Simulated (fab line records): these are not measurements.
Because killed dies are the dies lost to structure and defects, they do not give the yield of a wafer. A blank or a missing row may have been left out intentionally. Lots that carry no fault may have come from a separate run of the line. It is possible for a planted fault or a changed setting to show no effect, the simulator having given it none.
The tool behind it: which one?    flow nand_harc    12 lots with 32 wafers sampled at 6 steps, on a route of 1159 steps

== WHAT THE GAUGES READ, wafer by wafer ==
NHARC_P_BONDPAD_THK_MEAS_33: measures by ellipsometry. Usual: 200.1 nm for thk_nm, sd 1.5.
lot   measured      on             thk_nm (nm)        flag
L474  day 8 20:28   film_metro-01  200.4 198.2 201.2  
L476  day 8 20:51   film_metro-01  200.7 202.0 199.4  
L475  day 8 21:42   film_metro-01  203.4 200.8 201.5  
L473  day 8 23:15   film_metro-02  197.3 199.7 202.0  
L477  day 9 00:17   film_metro-02  199.6 198.3 201.5  
L480  day 9 09:09   film_metro-01  198.9 201.6 198.2  
L479  day 9 11:01   film_metro-02  201.8 200.4 198.4  
L478  day 9 13:27   film_metro-01  199.8              
L481  day 9 16:01   film_metro-02  200.5              
L489  day 10 10:42  film_metro-01  197.2 199.4 199.3  
L490  day 10 14:29  film_metro-02  199.6 198.6 199.0  
L495  day 11 20:05  film_metro-02  199.1 199.6 199.8  

NHARC_A_ZERO_WELL_CD_MEAS_10: target cd 2000 nm. Usual: 1999.8 nm for cd_nm, sd 1.6.
lot   measured      on         cd_nm (nm)            flag
L474  day 9 01:11   cd_sem-03  1999.6 1996.8 1999.0  
L476  day 9 01:46   cd_sem-02  2000.0 1998.4 1997.0  
L475  day 9 02:41   cd_sem-02  1999.4 1998.5 1999.3  
L473  day 9 04:13   cd_sem-02  2000.9 2000.4 2003.3  
L477  day 9 05:11   cd_sem-01  2000.4 2000.1 2002.1  
L480  day 9 13:44   cd_sem-03  2003.1 2001.3 1999.9  
L479  day 9 15:34   cd_sem-03  1999.0 1999.5 2004.1  
L478  day 9 20:55   cd_sem-03  1997.0                
L481  day 9 23:38   cd_sem-01  2002.6                
L489  day 10 15:56  cd_sem-01  1998.9 2001.1 2000.2  
L490  day 10 19:09  cd_sem-02  1999.7 1999.0 1997.9  
L495  day 12 00:46  cd_sem-03  1999.6 1999.0 1999.7  

NHARC_END_SORT_01. Usual: defect_limited_yield 95.1 %, standard deviation 1.7; killed_at_array 29, standard deviation 11; killed_at_other 0.5, standard deviation 0.85; killed_at_periphery 3.0, standard deviation 2.3; killed_dies 33, standard deviation 12; killed_open 3.3, standard deviation 1.9; killed_short 2.0, standard deviation 1.5; sort_bin_2_pct 1.5 %, standard deviation 0.66; sort_bin_3_pct 0.25 %, standard deviation 0.21; sort_bin_4_pct 3.1 %, standard deviation 1.2; sort_n_pass 644, standard deviation 12; sort_rim_yield_pct 96.7 %, standard deviation 2; sort_yield_pct 95.1 %, standard deviation 1.7.
lot   measured      on         defect_limited_yield (%)  killed_at_array  killed_at_other  killed_at_periphery  killed_dies  killed_open  killed_short  sort_bin_2_pct (%)  sort_bin_3_pct (%)  sort_bin_4_pct (%)  sort_n_pass  sort_rim_yield_pct (%)  sort_yield_pct (%)  flag
L478  day 26 03:46  prober-02  83.5                      25               2                85                   112          7            3             7.1                 3.10                6.4                 565          84.9                    83.5                OFF
L481  day 25 19:05  prober-02  86.9                      9                0                80                   89           4            1             5.3                 3.99                3.8                 588          89.6                    86.9                OFF

== TOOL THAT RAN EACH LOT (tool first, then ch and the chambers of the sampled wafers, then the start) ==
lot   NHARC_P_M2_DEP_33                NHARC_P_BONDPAD_CMP_19         NHARC_P_BONDPAD_ACTIVATE_29
L474  pecvd-02 ch 0,2, day 8 19:26     cmp-01 ch 1,3, day 8 23:19     rie_diel-01 ch 0,1, day 8 23:56
L476  pecvd-01 ch 0,1,2, day 8 19:48   cmp-01 ch 0,1,3, day 8 23:56   rie_diel-01 ch 1,2,3, day 9 00:32
L475  pecvd-01 ch 0,2, day 8 20:39     cmp-04 ch 1,2,3, day 9 00:55   rie_diel-01 ch 1,3, day 9 01:34
L473  pecvd-01 ch 1,2, day 8 22:16     cmp-01 ch 1,2, day 9 02:15     rie_diel-01 ch 0,1,2, day 9 02:55
L477  pecvd-02 ch 0,2, day 8 23:13     cmp-03 ch 0,3, day 9 03:20     rie_diel-05 ch 0,1,2, day 9 03:57
L480  pecvd-02 ch 0,1,2, day 9 08:06   cmp-03 ch 0,2,3, day 9 11:55   rie_diel-05 ch 0,2,3, day 9 12:29
L479  pecvd-01 ch 0,1,2, day 9 10:05   cmp-01 ch 0,3, day 9 13:43     rie_diel-01 ch 0,2,3, day 9 14:20
L478  pecvd-02 ch 1, day 9 12:25       cmp-01 ch 1, day 9 16:37       rie_diel-05 ch 2, day 9 19:50
L481  pecvd-02 ch 1, day 9 15:07       cmp-04 ch 0, day 9 18:53       rie_diel-11 ch 1, day 9 22:33
L489  pecvd-04 ch 1,2, day 10 09:40    cmp-03 ch 2,3, day 10 14:06    rie_diel-01 ch 0,1,3, day 10 14:42
L490  pecvd-01 ch 0,1,2, day 10 13:33  cmp-04 ch 2,3, day 10 17:15    rie_diel-11 ch 1,2, day 10 17:52
L495  pecvd-01 ch 0,1, day 11 19:05    cmp-04 ch 0,1,2, day 11 22:58  rie_diel-01 ch 1,2,3, day 11 23:31
- NHARC_P_M2_DEP_33: deposits SiCN, target thk 30 nm.
- NHARC_P_BONDPAD_CMP_19: polishes, t overpolish 30 s, cu recess touch 16 s, target thk 160.81 nm.
- NHARC_P_BONDPAD_ACTIVATE_29: chemistry N2, time 60 s.

== AS READ BY THE TOOLS THEMSELVES (means over the sampled wafers that have a number; for cases with no such wafer, the mark the record gives instead) ==
NHARC_P_M2_DEP_33. Usual: heater_power_w 575 W, standard deviation 72; rf_fwd_power_W 449.3 W, standard deviation 1.3.
lot   tool      heater_power_w (W)  rf_fwd_power_W (W)  flag
L474  pecvd-02  581                 448.9               
L476  pecvd-01  577                 448.5               
L475  pecvd-01  638                 449.0               
L473  pecvd-01  665                 450.1               
L477  pecvd-02  628                 448.7               
L480  pecvd-02  608                 447.9               
L479  pecvd-01  579                 449.3               
L478  pecvd-02  575                 447.8               
L481  pecvd-02  611                 449.5               
L489  pecvd-04  481                 450.3               
L490  pecvd-01  592                 449.5               
L495  pecvd-01  571                 448.3               

NHARC_P_BONDPAD_CMP_19. Usual: motor_current_A 12.1 A, standard deviation 1.5; overpolish_run_s 29.999 s, standard deviation 0.0089; retaining_ring_pressure_frac 1.001, standard deviation 0.005.
lot   tool    motor_current_A (A)  overpolish_run_s (s)  retaining_ring_pressure_frac  flag
L474  cmp-01  13.4                 30.004                1.003                         
L476  cmp-01  13.0                 30.006                1.000                         
L475  cmp-04  12.3                 30.002                1.006                         
L473  cmp-01  11.7                 30.009                1.002                         
L477  cmp-03  13.4                 29.997                1.002                         
L480  cmp-03  11.9                 30.004                0.998                         
L479  cmp-01  13.1                 30.009                0.997                         
L478  cmp-01  12.3                 30.008                1.006                         
L481  cmp-04  11.0                 29.988                1.000                         
L489  cmp-03  12.4                 30.005                1.003                         
L490  cmp-04  12.8                 29.993                1.003                         
L495  cmp-04  12.2                 29.997                0.998                         

NHARC_P_BONDPAD_ACTIVATE_29. Usual: drypump_motor_current_A 5.9 A, standard deviation 0.33; mfc_ar_sccm 0.008 sccm, standard deviation 0.013; oes_product_au 0.996 a.u., standard deviation 0.011; rf_vpp_V 64.2 V, standard deviation 0.94; showerhead_plenum_p_Torr 1.78 Torr, standard deviation 0.074.
lot   tool         drypump_motor_current_A (A)  mfc_ar_sccm (sccm)  oes_product_au (a.u.)  rf_vpp_V (V)  showerhead_plenum_p_Torr (Torr)  flag
L474  rie_diel-01  6.3                          0.011               0.990                  62.5          1.73                             
L476  rie_diel-01  6.1                          0.000               0.989                  65.0          1.78                             
L475  rie_diel-01  6.2                          0.000               0.991                  63.9          1.72                             
L473  rie_diel-01  6.1                          0.011               0.997                  63.7          1.79                             
L477  rie_diel-05  5.9                          0.000               0.998                  64.7          1.79                             
L480  rie_diel-05  5.7                          0.006               0.987                  64.0          1.78                             
L479  rie_diel-01  5.9                          0.011               0.999                  63.7          1.81                             
L478  rie_diel-05  6.5                          0.000               1.000                  65.2          1.85                             
L481  rie_diel-11  5.8                          0.000               1.002                  64.5          1.84                             
L489  rie_diel-01  6.0                          0.011               0.986                  63.9          1.75                             
L490  rie_diel-11  5.9                          0.000               0.987                  63.3          1.78                             
L495  rie_diel-01  6.0                          0.000               0.992                  63.7          1.77                             

== THE ANSWER, worked out from the rows above alone ==
Rule: lot off if the mean of its wafers having a number is beyond 3 standard deviations from the usual mean. A lot without any number at a reading at which 4 lots or more have one is off too. The other lots that the step has rows for count as sound. After the gauges, taken in route order, come the tools' own readings; for these a lot's mean is taken, as printed above. The first step at which some lot is off is used, and at that step the reading that is off furthest; a lot without a number counts as furthest.
Off, at NHARC_END_SORT_01 on killed_at_periphery: L478, L481. Neither off nor sound, because the step has no rows for them: L474, L476, L475, L473, L477, L480, L479, L489, L490, L495.
If a tool, at a process step before that reading, ran all the lots that are off and no sound lot after the first of them, it fits. Gauges at NHARC_END_SORT_01: tried the same way as those tools. 2 tools fit, pecvd-02 at NHARC_P_M2_DEP_33 and prober-02 at NHARC_END_SORT_01, so this cannot tell which one it is.

== WHAT THE SIMULATOR HAD PUT IN ==
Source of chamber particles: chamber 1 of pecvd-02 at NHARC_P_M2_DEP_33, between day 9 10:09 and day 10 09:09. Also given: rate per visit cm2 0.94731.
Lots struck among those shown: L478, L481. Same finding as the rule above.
